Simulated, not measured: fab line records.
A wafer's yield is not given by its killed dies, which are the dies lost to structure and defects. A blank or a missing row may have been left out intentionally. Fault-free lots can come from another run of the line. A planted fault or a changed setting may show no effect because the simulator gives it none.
fab line records | flow n5Finfet
[record] lots = 4 | wafers = 10 | lastDay = 15
route steps=1938 shown BEOL_M10@1479 PASSIVATION@1936
lots untouched by any fault: they come from a run of this same line in which no faults occurred
startH: hours from the record's first day to the start of the lot's first wafer shown | waitH: how many hours have passed since the lot's step before this one | " repeats the value in the row above | L1.1+2: a single row standing in for several wafers | - no value, or no start was given | * or withheld: withheld | < > ~ a bound
route shown NAME@n: NAME is a module with steps in the file, n the number in the route of the first one | usual: mean and standard deviation over wafers with no fault | same: alike in all rows | chamber/n: place in a boat | sites: readings site by site | _std_site: standard deviation of those values | _edge_site: the outer-site mean with the inner-site mean subtracted | radiusMm: how far each site lies from the wafer's centre | mask NAME#n: copy n | behind: tool/chamber where the wafer was last shaped | hold: the reason the lot was held/the length of the hold in hours/how it ended | device: whichever transistor did not switch (one of n, p or np) | end of line: the same wafers' tests at the end of the route | a step given without rows: its recipe and nothing more | killed: at the first sort, the dies lost to defects and structure; wafer yield is something else | map: shows each die of a wafer: x if killed, . if not, _ if none is there
set.NAME: setting as actually run; set.NAME@STEP: the setting as run at that earlier step | model.NAME: the simulator's own value behind a step, which no gauge read
lots at selected steps of the route; one table per step, one row per wafer
services: a tool's chamber out of use, with start hour (startH, from the record's first day; less than 0 if before it), hours out, and reason
[[steps]]
[step N5_BEOL_M10_SOFTBAKE_06]
[recipe] tempC = 110 | timeS = 60 | resist = CAR-ArF
[step N5_BEOL_M10_EXPOSE_08]
[recipe] maskId = M10 | na = 1.35 | sourceShape = dipole | sigmaInner = 0.411 | sigmaOuter = 0.611 | polarization = te | doseMj = 53.75
[step N5_BEOL_M10_PEB_09]
[recipe] pebTempC = withheld | pebTimeS = 60 | resist = CAR-ArF
[step N5_BEOL_M10_DEVELOP_10]
[recipe] developTimeS = 30 | developer = TMAH | resist = CAR-ArF | rinseLiquid = diw | dry = airSpin | devTempC = 23
[step N5_BEOL_M10_DESCUM_16]
[recipe] chemistry = O2 | timeS = 7.9 | sourcePowerW = 50 | biasPowerW = 20 | pressureMtorr = 20 | rfFrequencyHz = 2.712e+07 | tempC = 40 | resist = CAR-ArF | o2FlowSccm = 225
[step N5_BEOL_M10_ETCH_61]
[recipe] chemistry = CF4 | target = SiARC | targetDepthA = 390 | maskMaterial = CAR-ArF | timeS = 65 | ionEnergyEv = 80 | pressureMtorr = 40 | sourceW = 545 | biasW = 36 | Ar_flow_sccm = 100 | cf4FlowSccm = 100 | ends = cleared
[step N5_BEOL_M10_ETCH_62]
[recipe] chemistry = N2/H2 | target = SOC | targetDepthA = 1100 | overetchA = 220 | maskMaterial = SiARC | tempC = 40 | timeS = 165 | ionEnergyEv = 200 | pressureMtorr = 30 | sourceW = 840 | biasW = 150 | n2FlowSccm = 200 | h2FlowSccm = 200
[step N5_BEOL_M10_STRIP_68]
[recipe] chemistry = N2/H2 | tempC = 40 | n2FlowSccm = 200 | h2FlowSccm = 200 | rfFrequencyHz = 6e+07
[step N5_BEOL_M10_STRIP_67]
[recipe] chemistry = CF4 | resist = SiARC | powerW = 300 | biasPowerW = 75 | pressureMtorr = 50 | cf4FlowSccm = 150 | rfFrequencyHz = 6e+07
[step N5_BEOL_M10_HM_OPEN_17]
[recipe] chemistry = Cl2/BCl3 | targetDepthA = 200 | overetchA = 60 | target = TiN | maskMaterial = SOC | ionEnergyEv = 150 | pressureMtorr = 10 | icpW = 1000 | biasW = 126 | Cl2_flow_sccm = 53.25 | bcl3FlowSccm = 21.75 | Ar_flow_sccm = 25
[usual] drypumpMotorCurrentA = 5.7/0.41 | oesProductAu = 0.69/0.08 | throttleValvePct = 22.31/0.19
lot.wafer | tool        | chamber | startH | waitH | drypumpMotorCurrentA | oesProductAu | rfHoursCounterH | throttleValvePct
L231.1    | rieMetal-02 | 1       | 204.78 | 0.0   | 4.7                  | 0.54         | 102             | 22.69
L231.2    | "           | 0       | "      | "     | 5.6                  | 0.77         | 7               | 22.24
L231.6    | "           | 0       | "      | "     | 5.6                  | 0.76         | -               | 22.25
L245.2    | rieMetal-02 | 0       | 299.16 | 0.0   | 5.6                  | 0.72         | 14              | 22.25
L245.6    | "           | 0       | "      | "     | 5.6                  | 0.72         | -               | 22.26
L246.1    | rieMetal-02 | 0       | 307.70 | 0.0   | 5.5                  | 0.72         | 15              | 22.26
L246.3    | "           | 0       | "      | "     | 5.5                  | 0.73         | -               | 22.23
L247.1    | rieMetal-01 | 1       | 316.39 | 0.0   | 5.9                  | 0.70         | 31              | 22.24
L247.2    | "           | 0       | "      | "     | 5.6                  | 0.73         | 15              | 22.32
L247.4    | "           | 0       | "      | "     | 5.6                  | 0.76         | -               | 22.31
[step N5_BEOL_M10_STRIP_19]
[recipe] chemistry = O2 | powerW = 400 | tempC = 40 | pressureMtorr = 30 | rfFrequencyHz = 6e+07 | biasPowerW = 0 | overashFraction = 0.2 | o2FlowSccm = 225
[step N5_BEOL_M10_COAT_63]
[recipe] resist = SOC | tempC = 250 | timeS = 60 | spinRpm = 1500 | resistThkNm = 100
[step N5_BEOL_M10_COAT_64]
[recipe] resist = SiARC | tempC = 220 | timeS = 60 | spinRpm = 1500 | resistThkNm = 30
[step N5_BEOL_M10_COAT_22]
[recipe] resist = CAR-ArF | spinRpm = 1500 | resistThkNm = 90
[step N5_BEOL_M10_EBR_24]
[recipe] solvent = PGMEA | ebrWidthMm = 1.5
[step N5_BEOL_M10_SOFTBAKE_23]
[recipe] tempC = 110 | timeS = 60 | resist = CAR-ArF
[step N5_BEOL_M10_EXPOSE_25]
[recipe] maskId = V9 | na = 1.35 | sourceShape = annular | sigmaInner = 0.5 | sigmaOuter = 0.8 | polarization = unpolarized | doseMj = 85.5
[step N5_BEOL_M10_PEB_26]
[recipe] pebTempC = withheld | pebTimeS = 60 | resist = CAR-ArF
[step N5_BEOL_M10_DEVELOP_27]
[recipe] developTimeS = 30 | developer = TMAH | resist = CAR-ArF | rinseLiquid = diw | dry = airSpin | devTempC = 23
[step N5_BEOL_M10_DESCUM_33]
[recipe] chemistry = O2 | timeS = 7.9 | sourcePowerW = 50 | biasPowerW = 20 | pressureMtorr = 20 | rfFrequencyHz = 2.712e+07 | tempC = 40 | resist = CAR-ArF | o2FlowSccm = 225
[step N5_BEOL_M10_ETCH_65]
[recipe] chemistry = CF4 | target = SiARC | targetDepthA = 390 | maskMaterial = CAR-ArF | timeS = 65 | ionEnergyEv = 80 | pressureMtorr = 40 | sourceW = 545 | biasW = 36 | Ar_flow_sccm = 100 | cf4FlowSccm = 100 | ends = cleared
[step N5_BEOL_M10_ETCH_66]
[recipe] chemistry = N2/H2 | target = SOC | targetDepthA = 1200 | overetchA = 240 | maskMaterial = SiARC | tempC = 40 | timeS = 180 | ionEnergyEv = 200 | pressureMtorr = 30 | sourceW = 840 | biasW = 150 | n2FlowSccm = 200 | h2FlowSccm = 200
[step N5_BEOL_M10_STRIP_69]
[recipe] chemistry = N2/H2 | tempC = 40 | n2FlowSccm = 200 | h2FlowSccm = 200 | rfFrequencyHz = 6e+07
[step N5_BEOL_M10_VIA_ETCH_34]
[recipe] chemistry = C4F6/O2 | target = SiCOH_lowk | targetDepthA = 1845 | maskMaterial = SOC | taperDeg = 4 | timeS = 69.2 | ionEnergyEv = 250 | pressureMtorr = 30 | sourceW = 345 | biasW = 185 | Ar_flow_sccm = 300 | C4F6_flow_sccm = 10 | O2_flow_sccm = 10
[step N5_BEOL_M10_STRIP_73]
[recipe] chemistry = C4F6/O2 | resist = SiARC | rfFrequencyHz = 6e+07
[step N5_BEOL_M10_STRIP_36]
[recipe] chemistry = N2/H2 | powerW = 450 | tempC = 40 | pressureMtorr = 20 | rfFrequencyHz = 6e+07 | overashFraction = 0.3 | biasPowerW = 7 | h2Frac = 0.5 | n2FlowSccm = 200 | h2FlowSccm = 200
[step N5_BEOL_M10_TRENCH_ETCH_37]
[recipe] chemistry = C4F6/O2 | targetDepthA = 1488.3 | target = SiCOH_lowk | timeS = 48 | ionEnergyEv = 250 | pressureMtorr = 30 | sourceW = 345 | biasW = 185 | Ar_flow_sccm = 300 | C4F6_flow_sccm = 10 | O2_flow_sccm = 10
[step N5_BEOL_M10_ETCH_41]
[recipe] chemistry = CH3F/O2 | target = SiCN | targetDepthA = 426 | taperDeg = 2 | timeS = 86 | ionEnergyEv = 120 | maskMaterial = TiN | pressureMtorr = 30 | sourceW = 395 | biasW = 75 | Ar_flow_sccm = 150 | CH3F_flow_sccm = 30 | O2_flow_sccm = 20
[step N5_BEOL_M10_STRIP_77]
[recipe] chemistry = N2/H2 | timeS = 10 | powerW = 450 | tempC = 40 | pressureMtorr = 20 | rfFrequencyHz = 6e+07 | biasPowerW = 7 | n2FlowSccm = 200 | h2FlowSccm = 200
[step N5_BEOL_M10_HM_STRIP_39]
[recipe] chemistry = peroxideTinStrip | material = TiN | targetDepthA = 250 | tempC = 50 | timeS = 158
[step N5_BEOL_M10_SRD_40]
[recipe] timeS = 30 | tempC = 23 | rinseLiquid = diw | dry = ipaMarangoni
[step N5_BEOL_M10_PRECLEAN_42]
[recipe] chemistry = residueRemover | timeS = 60 | tempC = 40
[step N5_BEOL_M10_SRD_43]
[recipe] timeS = 30 | tempC = 23 | rinseLiquid = diw | dry = ipaMarangoni
[step N5_PASSIVATION_PROBE_49]
[usual] killed_at_M0_to_M3 = 34/8.9 | killed_at_M4_up = 13/4.6 | killedAtContacts = 12/5.5 | killedAtFrontEnd = 41/11 | killedAtOther = 3.1/2.9 | killedDies = 102/16 | killedOpen = 66/11 | killedShort = 34/7.6
[same] grossDies = 1180 | killedAtBackSide = 0
lot.wafer | tool      | chamber | startH | waitH | killed_at_M0_to_M3 | killed_at_M4_up | killedAtContacts | killedAtFrontEnd | killedAtOther | killedDies | killedOpen | killedShort
L231.1    | prober-02 | -       | 264.46 | 0.0   | 35                 | 8               | 20               | 45               | 5             | 113        | 74         | 39
L231.2    | prober-02 | -       | 264.51 | 0.1   | 29                 | 13              | 8                | 45               | 3             | 98         | 53         | 45
L231.6    | prober-02 | -       | 264.71 | 0.3   | 42                 | 5               | 22               | 37               | 4             | 110        | 68         | 41
L245.2    | prober-01 | -       | 354.34 | 0.1   | 28                 | 124             | 15               | 43               | 2             | 212        | 58         | 32
L245.6    | prober-01 | -       | 354.54 | 0.3   | 29                 | 111             | 12               | 38               | 2             | 192        | 59         | 23
L246.1    | prober-02 | -       | 358.08 | 0.0   | 30                 | 128             | 4                | 48               | 4             | 214        | 68         | 32
L246.3    | prober-02 | -       | 358.18 | 0.1   | 22                 | 127             | 11               | 52               | 18            | 230        | 74         | 42
// killed by level:class
L231.1 MOL_CONTACT_COAG:geometricParticle:open=16 BEOL_M3:geometricParticle:open=11 STI_FIN_REVEAL:geometricParticle:open=9 ILD0:geometricParticle:short=9 BEOL_M0_SAQP:geometricParticle:open=8 GATE_CUT:geometricParticle:short=6 ILD0:geometricParticle:open=6 BEOL_M0_SAQP:geometricParticle:short=6
L231.2 FIN_SAQP:geometricParticle:short=10 BEOL_M0_SAQP:geometricParticle:open=9 GATE_CUT:geometricParticle:short=7 MOL_CONTACT_COAG:geometricParticle:open=7 FIN_SAQP:geometricParticle:open=6 BEOL_M0_SAQP:geometricParticle:short=6 BEOL_M2:geometricParticle:short=5 BEOL_M2:geometricParticle:open=5
L231.6 MOL_CONTACT_COAG:geometricParticle:open=16 FIN_SAQP:geometricParticle:short=15 BEOL_M1:geometricParticle:open=10 BEOL_M2:geometricParticle:open=10 BEOL_M3:geometricParticle:open=9 MOL_CONTACT_COAG:geometricParticle:short=6 BEOL_M0_SAQP:geometricParticle:open=5 FIN_SAQP:geometricParticle:open=4
L245.2 BEOL_M10:unspecified=116 FIN_SAQP:geometricParticle:short=11 MOL_CONTACT_COAG:geometricParticle:open=11 BEOL_M2:geometricParticle:open=7 STI_FIN_REVEAL:geometricParticle:open=6 BEOL_M0:geometricParticle:open=6 BEOL_M3:geometricParticle:open=6 HKMG_FIN:areaEtch=6
L245.6 BEOL_M10:unspecified=110 STI_FIN_REVEAL:geometricParticle:open=13 BEOL_M3:geometricParticle:open=12 MOL_CONTACT_COAG:geometricParticle:open=10 FIN_SAQP:geometricParticle:short=6 FIN_SAQP:geometricParticle:open=6 BEOL_M0_SAQP:geometricParticle:short=4 BEOL_M0_SAQP:geometricParticle:open=3
L246.1 BEOL_M10:unspecified=114 BEOL_M0_SAQP:geometricParticle:short=11 DUMMY_GATE:geometricParticle:open=11 STI_FIN_REVEAL:geometricParticle:open=10 BEOL_M0_SAQP:geometricParticle:open=10 FIN_SAQP:geometricParticle:short=6 STARTING-WAFER:geometricParticle:open=6 STI_FIN_REVEAL:geometricParticle:short=5
L246.3 BEOL_M10:unspecified=114 STI_FIN_REVEAL:geometricParticle:open=15 DUMMY_GATE:geometricParticle:open=7 BEOL_M0_SAQP:geometricParticle:short=7 MOL_CONTACT_COAG:geometricParticle:short=6 BEOL_M3:geometricParticle:open=6 MIM_TOP_ETCH:geometricParticle:open=6 FIN_SAQP:geometricParticle:short=5
// map L245.2 (x killed, . not)
_________________........x...________________
______________.....x............_____________
___________....x...........x.x.....__________
__________..........x..x.x..x.x....._________
________.x...xx......................._______
_______.xx...................x.........______
______x..xxxxx.x........x..............._____
_____.x.xxxxxxx.x........................____
____.xxxxxxxxxxxxxx.....x...x..x..x.......___
___..xxxxxxxxxxxxx...xx..............x.....__
___.x.xxxxxxxxxxxxxx..x.x....x.......x.....__
__..xxxxxxxxxxxxxxx........................._
__..xx..xxxxxxxxxxx.x......................x_
_.....xxxxxxxxxxx.........x..........x.......
_......xxxxx.xxxxx.................x...x.....
_x.....x.xxxx.............x...........x......
_.......x..xx.xx..........x....x..........x.x
_.........x.x....x.......x....x.........x....
_..............x...x.....................x...
_..x.................x.........x............x
_..................................x....x....
__....................................x..x.._
__...............................x.xx...x..._
___................x.......xx..............__
___......x........x......x.................__
____..xxx.x...................x...........___
_____...........x.xx...................x.____
______.................................._____
_______....x.x...x...........x.......x.______
________..x............x...........x.._______
__________...........x.............._________
___________x..................x....__________
______________.....xx...x...x..._____________
_________________.x...x..x...________________
// map L246.3 (x killed, . not)
_________________...x......x.________________
______________...x......x......._____________
___________x...x...x...x....x......__________
__________.x.x.............x.......x_________
________..xx...x.........x.........x.._______
_______..xxxxx...........x..x..........______
______....x.xxx........................._____
_____.xxx.xxxxxx.x.............xx....x...____
____.x..xxxxxxxxxxx..............x...x....___
___.x.xxxxxxxxxxxxxx.....xx................__
___x.xxxxxxxxxxxxxx.x..........xx..........__
__..xxxxxxxxxxxxxx..x......x..x.......x...xx_
__....xxxxxxxxxxx..........x........x.....x._
_.....xxxxxxxxxxxx..x........x.x.............
_..xx..xxxxxxx......x....x.....x............x
_.x..x...xx.x..x......xx...x.........x.......
_.......x.xxxx.........x...x..........x......
_.x.....xx.x......x.............x............
_.............x................x....x........
_.....x.................x...x................
_x..x.........x.........x.x..................
__..x...........................x..........._
__.x..xx.............xx...x......x.........._
___.........................x.............x__
___x...x..........x.x....x......x..........__
____x.............x...x..............x..x.___
_____..x..x...........................x..____
______...........x......................_____
_______.x........x.........x..x.......x______
________........xx...x..x............._______
__________...x.......x............x._________
___________.................x.....x__________
______________...x.x............_____________
_________________............________________
[[services]]
tool        | chamber | startH | hours | kind
rieMetal-01 | 0       | 269.93 | 3.0   | repair
rieMetal-02 | 0       | 278.28 | 5.4   | repair
[[key]]
[firstSign] step = N5_PASSIVATION_PROBE_49 | reading = killed_at_M4_up | direction = up | sigmas = 24 | usual = 13 | struck = 122
[effect] step = N5_PASSIVATION_PROBE_49 | reading = killedDies | direction = up | sigmas = 6.9 | usual = 102 | struck = 212
[moreKillsBornAt] N5_BEOL_M10_HM_OPEN_17@rieMetal-02 = 454
metAt N5_BEOL_M10_HM_OPEN_17
struckWafers L245.2,L245.6,L246.1,L246.3
testerLeftOut L245,L246
onsetBetween 204.78 299.16
[earlierFault] kind = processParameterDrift | tool = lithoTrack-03 | chamber = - | onsetH = 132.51 | steps = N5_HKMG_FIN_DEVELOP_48 | channel = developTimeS | offset = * | shape = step | actsIn = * | stated = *
[fault] kind = chamberParticleSource | tool = rieMetal-02 | chamber = 0 | onsetH = 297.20 | steps = N5_BEOL_M10_HM_OPEN_17 | ratePerVisitCm2 = 0.66009
// testerLeftOut: of these lots the tester's yield and bins aren't shown, on N5 and GAA mostly nor the transistor test; their killed dies are dies lost to structure and defects alone, not to doping, threshold or leakage, so they don't give the yield
